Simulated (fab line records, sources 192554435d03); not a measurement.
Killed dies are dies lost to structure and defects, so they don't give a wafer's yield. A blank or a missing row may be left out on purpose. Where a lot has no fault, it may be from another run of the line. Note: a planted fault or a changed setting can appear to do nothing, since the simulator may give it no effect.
Lot-split experiment    flow n5-finfet    39 wafers read across 7 lots, on a route 1938 steps long

== THE SPLIT ==
At N5_BEOL_M0_SAQP_ETCH_106 (etches SOC in N2/H2, stops on SiNx, target depth 150 nm), the setting target-depth-a was moved away from the recipe's 1500 angstrom on 9 of the 39 wafers read, by -37.2% to -25.6%. The other wafers ran this setting at the recipe's value.

The reading comes from the split's own step.

== THE READING ==
SOC_of_BEOL_M0_SAQP_COAT_105.thk-nm (the simulator's own value, which no gauge read), in nm, at N5_BEOL_M0_SAQP_ETCH_106 (etches SOC in N2/H2, stops on SiNx, target depth 150 nm). The file does not state a usual value for it. The 30 wafers here that ran the recipe average 24.5 nm, standard deviation 1.5 nm.

wafer   tool, chamber at the split  target-depth-a as run, angstrom  against the recipe  SOC_of_BEOL_M0_SAQP_COAT_105.thk-nm, nm  against lot-mates on the recipe
L076.2  rie-diel-01, 1              1500                             recipe              22.2                                     -
L076.3  rie-diel-01, 2              1500                             recipe              25.2                                     -
L076.5  rie-diel-01, 0              1500                             recipe              25.6                                     -
L082.1  rie-diel-03, 2              1500                             recipe              24                                       -
L082.5  rie-diel-03, 2              1500                             recipe              24                                       -
L082.2  rie-diel-03, 0              1500                             recipe              25.4                                     -
L082.3  rie-diel-03, 1              1500                             recipe              24.4                                     -
L082.4  rie-diel-03, 3              1500                             recipe              22.8                                     -
L082.6  rie-diel-03, 1              1500                             recipe              24.6                                     -
L086.1  rie-diel-01, 0              1116                             -25.6%              44.6                                     +20.5
L086.2  rie-diel-01, 2              1500                             recipe              25.4                                     -
L086.3  rie-diel-01, 1              1500                             recipe              21.6                                     -
L086.4  rie-diel-01, 3              1500                             recipe              25.2                                     -
L086.5  rie-diel-01, 3              1116                             -25.6%              44.8                                     +20.7
L086.6  rie-diel-01, 0              1116                             -25.6%              44.2                                     +20.1
L091.1  rie-diel-04, 2              1500                             recipe              25.8                                     -
L091.2  rie-diel-04, 1              1500                             recipe              21.4                                     -
L091.3  rie-diel-04, 0              1500                             recipe              23.4                                     -
L091.4  rie-diel-04, 3              942                              -37.2%              52.2                                     +28.7
L091.5  rie-diel-04, 0              942                              -37.2%              52                                       +28.5
L091.6  rie-diel-04, 1              942                              -37.2%              51.2                                     +27.7
L092.1  rie-diel-03, 3              1500                             recipe              24.6                                     -
L092.2  rie-diel-03, 1              1086                             -27.6%              46.4                                     +20.7
L092.3  rie-diel-03, 0              1086                             -27.6%              47.2                                     +21.5
L092.4  rie-diel-03, 2              1086                             -27.6%              45.4                                     +19.7
L092.5  rie-diel-03, 0              1500                             recipe              26.4                                     -
L092.6  rie-diel-03, 1              1500                             recipe              26                                       -
L093.1  rie-diel-03, 2              1500                             recipe              25                                       -
L093.2  rie-diel-03, 0              1500                             recipe              25.6                                     -
L093.3  rie-diel-03, 1              1500                             recipe              26                                       -
L093.4  rie-diel-03, 3              1500                             recipe              25.4                                     -
L093.5  rie-diel-03, 0              1500                             recipe              27                                       -
L093.6  rie-diel-03, 3              1500                             recipe              24.8                                     -
L097.1  rie-diel-04, 1              1500                             recipe              22.2                                     -
L097.2  rie-diel-04, 0              1500                             recipe              23.2                                     -
L097.3  rie-diel-04, 3              1500                             recipe              24.4                                     -
L097.4  rie-diel-04, 2              1500                             recipe              26.4                                     -
L097.5  rie-diel-04, 1              1500                             recipe              22.4                                     -
L097.6  rie-diel-04, 2              1500                             recipe              25.8                                     -

FIT RESULTS
A straight line over all 39 wafers: SOC_of_BEOL_M0_SAQP_COAT_105.thk-nm changes by -0.758 nm for each +1% of target-depth-a; r = -0.99; the points scatter about the line by 1.4 nm.
The same after taking each lot's own level away (the mean of its wafers on the recipe; 39 wafers): -0.766 nm for each +1%; r = -0.99; scatter 1.2 nm.
That fit puts the effect of the largest move of target-depth-a on the reading at 28 nm.
Across the lots, their own levels run from 23.53 to 25.67 nm, a range of 1.4 times the standard deviation given above.
So the lot-to-lot level changes the slope little: the two slopes agree.
Check: for one of the wafers moved furthest among these (-37.2%), held out of the fit, the line's prediction against its lot-mates is +28.5 nm. Against them it came out at +28.7 nm.

== ADDITIONAL SPLITS CARRIED BY THESE WAFERS ==
Other splits were also applied to these wafers ahead of the reading. Each is held against what the fit with the lots' levels taken away leaves over:
other split on the same wafers                wafers away from the commonest value  r with SOC_of_BEOL_M0_SAQP_COAT_105.thk-nm (lot level and that fit taken away)
N5_SD_EPI_N_ETCH_35 time-s                    18                                    +0.18
N5_HKMG_FIN_DEVELOP_48 develop-time-s         15                                    -0.03
N5_MOL_CONTACT_COAG_SPUTTER_143 target-thk-a  15                                    -0.06

== FILE'S OWN FIT ==
SOC_of_BEOL_M0_SAQP_COAT_105.thk-nm changes by -0.766 nm for each +1% of target-depth-a, r = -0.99.
